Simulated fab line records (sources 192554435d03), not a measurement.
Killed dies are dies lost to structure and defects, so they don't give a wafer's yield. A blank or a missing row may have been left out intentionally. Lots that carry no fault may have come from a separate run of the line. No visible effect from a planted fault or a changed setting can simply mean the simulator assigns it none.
The tool behind it: which one? / flow n5-finfet / 33 wafers from 11 lots sampled at 4 of the route's 1938 steps

== WHAT THE GAUGES SHOWED, per wafer ==
N5_BEOL_M4_INSPECT_59: inspects for defects (darkfield). Usual: raw-defect-count 80, standard deviation 30.
lot=L292; measured=day 8 15:28; on=defect-inspect-02; raw-defect-count=60 159 101; flag=
lot=L293; measured=day 8 15:34; on=defect-inspect-01; raw-defect-count=62 90 84; flag=
lot=L294; measured=day 9 05:56; on=defect-inspect-01; raw-defect-count=63 62 87; flag=
lot=L295; measured=day 9 06:16; on=defect-inspect-02; raw-defect-count=83 87 80; flag=
lot=L296; measured=day 9 08:46; on=defect-inspect-02; raw-defect-count=66 64 96; flag=
lot=L298; measured=day 9 10:26; on=defect-inspect-02; raw-defect-count=77 113 70; flag=
lot=L297; measured=day 9 12:07; on=defect-inspect-01; raw-defect-count=163 123 77; flag=
lot=L302; measured=day 10 14:39; on=defect-inspect-02; raw-defect-count=132 103 81; flag=
lot=L307; measured=day 11 20:37; on=defect-inspect-01; raw-defect-count=112 70 81; flag=
lot=L308; measured=day 12 14:49; on=defect-inspect-01; raw-defect-count=64 64 83; flag=
lot=L315; measured=day 14 14:01; on=defect-inspect-02; raw-defect-count=79 69 53; flag=

N5_BEOL_M4_RC_MEAS_101. Usual: DIBL_N 35.4 mV/V, standard deviation 2.1; DIBL_P 34.8 mV/V, standard deviation 2.6; IOFF_N 0.15 nA/um, standard deviation 0.037; IOFF_P 0.19 nA/um, standard deviation 0.037; ION_N 677 uA/um, standard deviation 16; ION_P 462 uA/um, standard deviation 9.3; SS_N 71.4 mV/dec, standard deviation 0.75; SS_P 72.9 mV/dec, standard deviation 0.77; VT_N 250 mV, standard deviation 3.7; VT_P -251 mV, standard deviation 3.5.
lot=L292; measured=day 8 15:29; on=prober-01; DIBL_N (mV/V)=35.6 39.3 37.9; DIBL_P (mV/V)=34.3 38.9 37.1; IOFF_N (nA/um)=0.13 0.22 0.19; IOFF_P (nA/um)=0.14 0.20 0.18; ION_N (uA/um)=654 684 686; ION_P (uA/um)=441 455 455; SS_N (mV/dec)=71.5 73.0 72.5; SS_P (mV/dec)=72.4 73.8 73.3; VT_N (mV)=255 247 249; VT_P (mV)=-257 -256 -254; flag=
lot=L293; measured=day 8 15:54; on=prober-02; DIBL_N (mV/V)=34.8 35.0 33.1; DIBL_P (mV/V)=32.0 32.7 30.1; IOFF_N (nA/um)=0.13 0.14 0.11; IOFF_P (nA/um)=0.19 0.20 0.17; ION_N (uA/um)=679 682 672; ION_P (uA/um)=472 478 470; SS_N (mV/dec)=70.9 71.0 70.0; SS_P (mV/dec)=72.6 72.5 72.6; VT_N (mV)=250 249 253; VT_P (mV)=-248 -250 -251; flag=
lot=L294; measured=day 9 05:58; on=prober-01; DIBL_N (mV/V)=35.3 36.9 31.4; DIBL_P (mV/V)=35.4 36.0 29.3; IOFF_N (nA/um)=0.15 0.16 0.09; IOFF_P (nA/um)=0.19 0.18 0.12; ION_N (uA/um)=690 677 657; ION_P (uA/um)=464 453 449; SS_N (mV/dec)=71.8 71.4 70.0; SS_P (mV/dec)=73.3 72.7 71.3; VT_N (mV)=245 250 256; VT_P (mV)=-253 -255 -259; flag=
lot=L295; measured=day 9 06:27; on=prober-02; DIBL_N (mV/V)=34.7 31.1 35.3; DIBL_P (mV/V)=35.4 31.0 35.7; IOFF_N (nA/um)=0.15 0.09 0.14; IOFF_P (nA/um)=0.18 0.13 0.19; ION_N (uA/um)=697 665 679; ION_P (uA/um)=463 461 464; SS_N (mV/dec)=70.7 70.3 71.1; SS_P (mV/dec)=72.6 71.1 72.5; VT_N (mV)=249 256 249; VT_P (mV)=-256 -256 -252; flag=
lot=L296; measured=day 9 08:56; on=prober-02; DIBL_N (mV/V)=39.0 32.9 37.2; DIBL_P (mV/V)=37.7 31.1 35.9; IOFF_N (nA/um)=0.24 0.12 0.20; IOFF_P (nA/um)=0.23 0.15 0.21; ION_N (uA/um)=679 672 688; ION_P (uA/um)=456 463 465; SS_N (mV/dec)=72.0 70.8 72.7; SS_P (mV/dec)=74.2 72.4 73.9; VT_N (mV)=245 255 245; VT_P (mV)=-248 -252 -248; flag=
lot=L298; measured=day 9 10:58; on=prober-01; DIBL_N (mV/V)=34.8 37.2 34.0; DIBL_P (mV/V)=33.8 36.0 32.3; IOFF_N (nA/um)=0.13 0.16 0.12; IOFF_P (nA/um)=0.16 0.18 0.13; ION_N (uA/um)=664 678 660; ION_P (uA/um)=456 457 448; SS_N (mV/dec)=71.1 71.7 70.9; SS_P (mV/dec)=73.1 73.2 71.5; VT_N (mV)=251 248 255; VT_P (mV)=-257 -253 -257; flag=
lot=L297; measured=day 9 12:27; on=prober-02; DIBL_N (mV/V)=35.6 33.2 32.8; DIBL_P (mV/V)=35.9 32.4 32.0; IOFF_N (nA/um)=0.15 0.11 0.11; IOFF_P (nA/um)=0.20 0.14 0.15; ION_N (uA/um)=677 669 647; ION_P (uA/um)=461 459 454; SS_N (mV/dec)=71.1 70.3 71.4; SS_P (mV/dec)=73.5 71.7 72.9; VT_N (mV)=253 255 253; VT_P (mV)=-249 -254 -253; flag=
lot=L302; measured=day 10 15:20; on=prober-01; DIBL_N (mV/V)=36.0 36.2 37.3; DIBL_P (mV/V)=34.6 34.6 35.1; IOFF_N (nA/um)=0.13 0.15 0.15; IOFF_P (nA/um)=0.21 0.20 0.19; ION_N (uA/um)=649 677 661; ION_P (uA/um)=450 466 450; SS_N (mV/dec)=71.0 71.3 71.3; SS_P (mV/dec)=73.0 73.2 72.4; VT_N (mV)=250 246 249; VT_P (mV)=-251 -252 -251; flag=
lot=L307; measured=day 11 20:48; on=prober-02; DIBL_N (mV/V)=38.6 33.9 39.1; DIBL_P (mV/V)=39.2 33.0 38.8; IOFF_N (nA/um)=0.20 0.12 0.18; IOFF_P (nA/um)=0.24 0.15 0.23; ION_N (uA/um)=681 668 672; ION_P (uA/um)=474 460 464; SS_N (mV/dec)=72.1 71.0 71.7; SS_P (mV/dec)=73.5 72.4 73.8; VT_N (mV)=248 252 251; VT_P (mV)=-249 -255 -251; flag=
lot=L308; measured=day 12 14:50; on=prober-01; DIBL_N (mV/V)=37.6 35.6 38.4; DIBL_P (mV/V)=37.1 36.4 37.6; IOFF_N (nA/um)=0.17 0.13 0.22; IOFF_P (nA/um)=0.22 0.20 0.24; ION_N (uA/um)=678 662 669; ION_P (uA/um)=467 464 460; SS_N (mV/dec)=71.9 71.2 72.4; SS_P (mV/dec)=73.8 72.4 73.7; VT_N (mV)=248 254 249; VT_P (mV)=-246 -250 -248; flag=
lot=L315; measured=day 14 14:02; on=prober-02; DIBL_N (mV/V)=38.0 36.1 36.0; DIBL_P (mV/V)=40.0 37.1 36.9; IOFF_N (nA/um)=0.22 0.18 0.17; IOFF_P (nA/um)=0.26 0.23 0.21; ION_N (uA/um)=710 701 689; ION_P (uA/um)=477 476 467; SS_N (mV/dec)=72.6 71.7 71.4; SS_P (mV/dec)=73.7 73.3 73.6; VT_N (mV)=242 247 246; VT_P (mV)=-247 -250 -250; flag=

== TOOL THAT RAN EACH LOT (tool first, then ch and the chambers of the sampled wafers, then the start) ==
lot=L292; N5_BEOL_M4_ANNEAL_51=rtp-anneal-02 ch 0, day 8 14:25; N5_BEOL_M4_CO_CAP_55=cvd-co-01 ch 1,2, day 8 15:14
lot=L293; N5_BEOL_M4_ANNEAL_51=rtp-anneal-01 ch 0, day 8 14:33; N5_BEOL_M4_CO_CAP_55=cvd-co-01 ch 0,2, day 8 15:22
lot=L294; N5_BEOL_M4_ANNEAL_51=rtp-anneal-02 ch 0, day 9 04:59; N5_BEOL_M4_CO_CAP_55=cvd-co-02 ch 0,1, day 9 05:44
lot=L295; N5_BEOL_M4_ANNEAL_51=rtp-anneal-02 ch 0, day 9 05:23; N5_BEOL_M4_CO_CAP_55=cvd-co-02 ch 1,2, day 9 06:04
lot=L296; N5_BEOL_M4_ANNEAL_51=rtp-anneal-01 ch 0, day 9 07:56; N5_BEOL_M4_CO_CAP_55=cvd-co-01 ch 1,2, day 9 08:33
lot=L298; N5_BEOL_M4_ANNEAL_51=rtp-anneal-02 ch 0, day 9 09:32; N5_BEOL_M4_CO_CAP_55=cvd-co-01 ch 1,2, day 9 10:13
lot=L297; N5_BEOL_M4_ANNEAL_51=rtp-anneal-02 ch 0, day 9 11:19; N5_BEOL_M4_CO_CAP_55=cvd-co-01 ch 0,1, day 9 11:54
lot=L302; N5_BEOL_M4_ANNEAL_51=rtp-anneal-01 ch 0, day 10 13:47; N5_BEOL_M4_CO_CAP_55=cvd-co-02 ch 0,2, day 10 14:27
lot=L307; N5_BEOL_M4_ANNEAL_51=rtp-anneal-01 ch 0, day 11 19:38; N5_BEOL_M4_CO_CAP_55=cvd-co-02 ch 0,2, day 11 20:25
lot=L308; N5_BEOL_M4_ANNEAL_51=rtp-anneal-02 ch 0, day 12 13:49; N5_BEOL_M4_CO_CAP_55=cvd-co-02 ch 1,2, day 12 14:36
lot=L315; N5_BEOL_M4_ANNEAL_51=rtp-anneal-01 ch 0, day 14 13:04; N5_BEOL_M4_CO_CAP_55=cvd-co-01 ch 0,1,2, day 14 13:46
- N5_BEOL_M4_ANNEAL_51: time 90 s.
- N5_BEOL_M4_CO_CAP_55: material Co, precursor CCTBA/H2, target thk 2 nm, time 102.1 s.

== AS READ BY THE TOOLS THEMSELVES (means over the sampled wafers that have a number; for cases with no such wafer, the mark the record gives instead) ==
N5_BEOL_M4_ANNEAL_51. Usual: wafer_temp_C_max 225.85, standard deviation 0.24.
lot=L292 tool=rtp-anneal-02 wafer_temp_C_max=225.80 flag=
lot=L293 tool=rtp-anneal-01 wafer_temp_C_max=226.03 flag=
lot=L294 tool=rtp-anneal-02 wafer_temp_C_max=225.93 flag=
lot=L295 tool=rtp-anneal-02 wafer_temp_C_max=225.82 flag=
lot=L296 tool=rtp-anneal-01 wafer_temp_C_max=225.86 flag=
lot=L298 tool=rtp-anneal-02 wafer_temp_C_max=225.61 flag=
lot=L297 tool=rtp-anneal-02 wafer_temp_C_max=225.90 flag=
lot=L302 tool=rtp-anneal-01 wafer_temp_C_max=225.94 flag=
lot=L307 tool=rtp-anneal-01 wafer_temp_C_max=225.63 flag=
lot=L308 tool=rtp-anneal-02 wafer_temp_C_max=225.49 flag=
lot=L315 tool=rtp-anneal-01 wafer_temp_C_max=226.05 flag=

N5_BEOL_M4_CO_CAP_55. Usual: heater-power-w 246 W, standard deviation 32; run-length-s 125.1 s, standard deviation 0.71.
lot=L292; tool=cvd-co-01; heater-power-w (W)=226; run-length-s (s)=125.3; flag=
lot=L293; tool=cvd-co-01; heater-power-w (W)=253; run-length-s (s)=124.8; flag=
lot=L294; tool=cvd-co-02; heater-power-w (W)=232; run-length-s (s)=124.9; flag=
lot=L295; tool=cvd-co-02; heater-power-w (W)=258; run-length-s (s)=125.0; flag=
lot=L296; tool=cvd-co-01; heater-power-w (W)=229; run-length-s (s)=125.3; flag=
lot=L298; tool=cvd-co-01; heater-power-w (W)=230; run-length-s (s)=125.5; flag=
lot=L297; tool=cvd-co-01; heater-power-w (W)=265; run-length-s (s)=124.8; flag=
lot=L302; tool=cvd-co-02; heater-power-w (W)=219; run-length-s (s)=125.3; flag=
lot=L307; tool=cvd-co-02; heater-power-w (W)=231; run-length-s (s)=147.8; flag=OFF
lot=L308; tool=cvd-co-02; heater-power-w (W)=274; run-length-s (s)=135.6; flag=OFF
lot=L315; tool=cvd-co-01; heater-power-w (W)=247; run-length-s (s)=125.2; flag=

== THE ANSWER, worked out from the rows above alone ==
Rule: a lot counts as off when the mean over its wafers that have a number is more than 3 standard deviations away from the usual mean. Also off: a lot with no number at a reading for which 4 or more lots have one. Any other lot the step has rows for is counted as sound. First the gauges in route order, then the tools' own readings, where a lot's mean is used as printed above. At the first step where some lot is off, the reading lying furthest off is the one used; lots without a number count as furthest.
Off: L307, L308 (N5_BEOL_M4_CO_CAP_55, run-length-s).
A tool fits if, at that step or a process step before it, it ran every lot that is off, and no sound lot after the first of them. One fits: N5_BEOL_M4_CO_CAP_55 on cvd-co-02. A fault onset in the window from L302 (day 10 14:27, its last sound lot) to L307 (day 11 20:25, its first lot off) fits.
On the lots that are off, the tool's own readings at N5_BEOL_M4_CO_CAP_55 differ by more than 5 times the standard deviation of the sound lots' means, which bears it out; run-length-s reads 141.7 s there versus 125.1 s on the sound lots.

== WHAT THE SIMULATOR HAD PUT IN ==
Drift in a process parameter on cvd-co-02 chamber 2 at N5_BEOL_M4_CO_CAP_55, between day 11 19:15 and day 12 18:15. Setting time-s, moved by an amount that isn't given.
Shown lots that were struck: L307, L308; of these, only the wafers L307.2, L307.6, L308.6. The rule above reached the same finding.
